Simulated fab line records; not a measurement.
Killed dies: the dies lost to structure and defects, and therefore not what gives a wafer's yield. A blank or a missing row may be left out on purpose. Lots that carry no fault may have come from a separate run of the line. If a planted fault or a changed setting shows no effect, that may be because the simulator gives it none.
Split-lot experiment + flow n5 finfet + route with 1938 steps; 7 lots, 21 wafers read

== ABOUT THE SPLIT ==
At N5_BEOL_M7_EXPOSE_25 (exposes mask V6, target cd 40 nm), the setting dose mj was moved away from the recipe's 42.5 on 6 of the 21 wafers read, by -2.4% to +5.1%. For the rest of the wafers, this setting stayed at what the recipe calls for.

== FROM THE SPLIT TO THE READING: what the file shows between them, 2 steps ==
- N5_BEOL_M7_PEB_26: peb time 60 s
- N5_BEOL_M7_DEVELOP_27: develop time 30 s

== THE READING ==
cd nm (nm) at N5_BEOL_M7_CD_MEAS_28, where the cd target is 40 nm. Fault-free wafers of this fab line usually give 40.10 nm, standard deviation 0.26 nm.

| wafer  | tool, chamber at the split | dose mj as run | against the recipe | cd nm, nm | against lot-mates on the recipe |
|--------|----------------------------|----------------|--------------------|-----------|---------------------------------|
| L076.2 | euv scanner-02, 0          | 44.67          | +5.1%              | 41.34     | +1.18                           |
| L076.4 | euv scanner-02, 0          | 42.5           | recipe             | 40.03     | -                               |
| L076.5 | euv scanner-02, 0          | 42.5           | recipe             | 40.29     | -                               |
| L086.1 | euv scanner-01, 0          | 42.5           | recipe             | 39.99     | -                               |
| L086.5 | euv scanner-01, 0          | 42.5           | recipe             | 40.06     | -                               |
| L086.6 | euv scanner-01, 0          | 41.48          | -2.4%              | 39.29     | -0.74                           |
| L085.1 | euv scanner-01, 0          | 42.5           | recipe             | 40.42     | -                               |
| L085.2 | euv scanner-01, 0          | 42.5           | recipe             | 40.15     | -                               |
| L085.4 | euv scanner-01, 0          | 42.5           | recipe             | 40.39     | -                               |
| L087.1 | euv scanner-01, 0          | 42.5           | recipe             | 39.95     | -                               |
| L087.4 | euv scanner-01, 0          | 42.5           | recipe             | 40.21     | -                               |
| L087.6 | euv scanner-01, 0          | 44.4           | +4.5%              | 40.97     | +0.89                           |
| L091.2 | euv scanner-02, 0          | 42.5           | recipe             | 39.77     | -                               |
| L091.3 | euv scanner-02, 0          | 42.5           | recipe             | 40.22     | -                               |
| L091.4 | euv scanner-02, 0          | 42.5           | recipe             | 39.87     | -                               |
| L095.1 | euv scanner-02, 0          | 43.45          | +2.2%              | 40.73     | +0.47                           |
| L095.3 | euv scanner-02, 0          | 42.5           | recipe             | 40.26     | -                               |
| L095.4 | euv scanner-02, 0          | 43.45          | +2.2%              | 40.86     | +0.60                           |
| L096.2 | euv scanner-02, 0          | 42.5           | recipe             | 40.14     | -                               |
| L096.3 | euv scanner-02, 0          | 44.42          | +4.5%              | 40.90     | +0.76                           |
| L096.5 | euv scanner-02, 0          | 42.5           | recipe             | 40.14     | -                               |

THE FIT
A straight line over all 21 wafers: cd nm changes by +0.228 nm for each +1% of dose mj; r = +0.91; the points scatter about the line by 0.19 nm.
The same after taking each lot's own level away (the mean of its wafers on the recipe; 21 wafers): +0.217 nm for each +1%; r = +0.95; scatter 0.13 nm.
Per that fit: largest dose mj move, reading shift of 1.1 nm.
From 39.953 to 40.320 nm: that is the span of the lots' own levels, equal to 1.4 times the standard deviation above.
Consequently the slope shifts little with the lot-to-lot level, the two slopes agreeing.
Check: +1.05 nm against its lot-mates is what the line predicts for one of the wafers moved furthest among these (+5.1%) when that wafer is left out of the fit. Against them it came out at +1.18 nm.

== THE WHOLE CHAIN: every reading that the file lists as answering this split, in the file's order ==
| step                   | what it does                                                        | reading                                                        | change (the file's fit)               | r (the file's) |
|------------------------|---------------------------------------------------------------------|----------------------------------------------------------------|---------------------------------------|----------------|
| N5_BEOL_M7_CD_MEAS_28  | target cd 40 nm                                                     | cd nm                                                          | +0.212 nm for each +1% of the setting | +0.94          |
| N5_BEOL_M7_DESCUM_33   | chemistry O2, time 7 s                                              | BEOL_M7.cd nm (the simulator's own value, which no gauge read) | +0.215 nm for each +1% of the setting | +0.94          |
| N5_BEOL_M7_ETCH_72     | etches underlayer in N2/H2, target depth 6.5 nm, time 5.2 s         | BEOL_M7.cd nm (the simulator's own value, which no gauge read) | +0.227 nm for each +1% of the setting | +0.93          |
| N5_BEOL_M7_ETCH_65     | etches SiARC in CF4, target depth 15.6 nm, time 26 s                | BEOL_M7.cd nm (the simulator's own value, which no gauge read) | +0.217 nm for each +1% of the setting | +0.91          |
| N5_BEOL_M7_ETCH_66     | etches SOC in N2/H2, target depth 80 nm, overetch 16 nm, time 120 s | BEOL_M7.cd nm (the simulator's own value, which no gauge read) | +0.269 nm for each +1% of the setting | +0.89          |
| N5_BEOL_M7_VIA_ETCH_34 | etches SiCOH lowk in C4F6/O2, target depth 125.5 nm, time 50.5 s    | BEOL_M7.cd nm (the simulator's own value, which no gauge read) | +0.284 nm for each +1% of the setting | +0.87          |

== FILE'S OWN FIT ==
cd nm changes by +0.212 nm for each +1% of dose mj, r = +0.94.
